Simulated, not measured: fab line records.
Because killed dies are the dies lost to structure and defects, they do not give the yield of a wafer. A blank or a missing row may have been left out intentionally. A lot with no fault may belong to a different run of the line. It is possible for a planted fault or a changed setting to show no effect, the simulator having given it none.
Which tool did it? || flow nand_harc || Sampling: 6 lots, 18 wafers, 5 of 1302 route steps

== WHAT EACH GAUGE READ, for each wafer ==
NHARC_END_SORT_01.
{"lot": "L695", "measured": "day 25 02:08", "on": "prober-01", "killed_dies": "50 57 54"}
{"lot": "L700", "measured": "day 25 15:37", "on": "prober-02", "killed_dies": "62 69 72"}
{"lot": "L703", "measured": "day 27 15:32", "on": "prober-02", "killed_dies": "61 62 47"}
{"lot": "L707", "measured": "day 29 08:16", "on": "prober-01", "killed_dies": "72 83 68"}
{"lot": "L714", "measured": "day 32 09:04", "on": "prober-01", "killed_dies": "53 55 670"}
{"lot": "L718", "measured": "day 33 05:47", "on": "prober-02", "killed_dies": "44 46 50"}

== WHICH TOOL RAN EACH LOT (tool, then ch and the chambers of the sampled wafers, then the start) ==
{"lot": "L695", "NHARC_A_SGD_CUT_ETCH_16": "rie_diel-07 ch 0,1, day 20 09:55 or earlier", "NHARC_A_SGD_CUT_STRIP_17": "rie_diel-07 ch 0,1,3, day 20 09:55 or earlier", "NHARC_A_SLIT_DEP_23": "pecvd-04 ch 0,1,2, day 20 09:55", "NHARC_A_SLIT_ETCH_24": "rie_diel-12 ch 0,1,3, day 20 10:52"}
{"lot": "L700", "NHARC_A_SGD_CUT_ETCH_16": "rie_diel-07 ch 0,1, day 20 22:28 or earlier", "NHARC_A_SGD_CUT_STRIP_17": "rie_diel-07 ch 0,2, day 20 22:28 or earlier", "NHARC_A_SLIT_DEP_23": "pecvd-04 ch 0,1,2, day 20 22:28", "NHARC_A_SLIT_ETCH_24": "rie_diel-03 ch 1,3, day 20 23:19"}
{"lot": "L703", "NHARC_A_SGD_CUT_ETCH_16": "rie_diel-10 ch 1,2,3, day 23 02:55 or earlier", "NHARC_A_SGD_CUT_STRIP_17": "rie_diel-10 ch 0,1,3, day 23 02:55 or earlier", "NHARC_A_SLIT_DEP_23": "pecvd-01 ch 0,1, day 23 02:55", "NHARC_A_SLIT_ETCH_24": "rie_diel-09 ch 1,2,3, day 23 03:53"}
{"lot": "L707", "NHARC_A_SGD_CUT_ETCH_16": "rie_diel-10 ch 1,2,3, day 24 21:50 or earlier", "NHARC_A_SGD_CUT_STRIP_17": "rie_diel-10 ch 2,3, day 24 21:50 or earlier", "NHARC_A_SLIT_DEP_23": "pecvd-04 ch 0,1, day 24 21:50", "NHARC_A_SLIT_ETCH_24": "rie_diel-03 ch 0,3, day 24 22:47"}
{"lot": "L714", "NHARC_A_SGD_CUT_ETCH_16": "rie_diel-07 ch 2,3, day 27 20:32 or earlier", "NHARC_A_SGD_CUT_STRIP_17": "rie_diel-07 ch 1,3, day 27 20:32 or earlier", "NHARC_A_SLIT_DEP_23": "pecvd-03 ch 1,2, day 27 20:32", "NHARC_A_SLIT_ETCH_24": "rie_diel-09 ch 0,3, day 27 21:22"}
{"lot": "L718", "NHARC_A_SGD_CUT_ETCH_16": "rie_diel-13 ch 1,2,3, day 28 22:11 or earlier", "NHARC_A_SGD_CUT_STRIP_17": "rie_diel-13 ch 0,2,3, day 28 22:11 or earlier", "NHARC_A_SLIT_DEP_23": "pecvd-01 ch 0,1,2, day 28 22:11", "NHARC_A_SLIT_ETCH_24": "rie_diel-12 ch 1,2,3, day 28 22:59"}
- NHARC_A_SGD_CUT_ETCH_16: etches the open film in C4F8/O2/Ar, target depth 310.5 nm, time 155.2 s.
- NHARC_A_SGD_CUT_STRIP_17: strips in O2.
- NHARC_A_SLIT_DEP_23: deposits SiON, target thk 100 nm.
- NHARC_A_SLIT_ETCH_24: etches the open film in CF4/CHF3, target depth 121 nm, time 60.5 s.

== THE ANSWER, worked out from the rows above alone ==
Rule: what is usual is taken from the lots themselves. Put in order of their means at a reading, lots are off if they are a third of the lots or fewer, leave a main group of 4 or more, and stand apart from it by a gap of 3 or more times the standard deviation of the main group's means; of several such gaps the widest counts. If all means in a main group match to the digits the tables above print for the reading, that group is not used. A lot without any number at a reading at which 4 lots or more have one is off too. All remaining lots with rows at the step are treated as sound.
Off, at NHARC_END_SORT_01 on killed_dies: L714. The main group has a mean of 60 with a standard deviation of 9.9.
If a tool, at a process step before that reading, ran all the lots that are off and no sound lot after the first of them, it fits. Gauges at NHARC_END_SORT_01: tried the same way as those tools. With no start given for some of its lots, NHARC_A_SGD_CUT_ETCH_16 uses the hours and lot order of NHARC_A_SLIT_DEP_23. With no start given for some of its lots, NHARC_A_SGD_CUT_STRIP_17 uses the hours and lot order of NHARC_A_SLIT_DEP_23. Can't be told from this: 4 tools fit, rie_diel-07 at NHARC_A_SGD_CUT_ETCH_16 and NHARC_A_SGD_CUT_STRIP_17, pecvd-03 at NHARC_A_SLIT_DEP_23, rie_diel-09 at NHARC_A_SLIT_ETCH_24, prober-01 at NHARC_END_SORT_01.

== WHAT WAS PUT IN BY THE SIMULATOR ==
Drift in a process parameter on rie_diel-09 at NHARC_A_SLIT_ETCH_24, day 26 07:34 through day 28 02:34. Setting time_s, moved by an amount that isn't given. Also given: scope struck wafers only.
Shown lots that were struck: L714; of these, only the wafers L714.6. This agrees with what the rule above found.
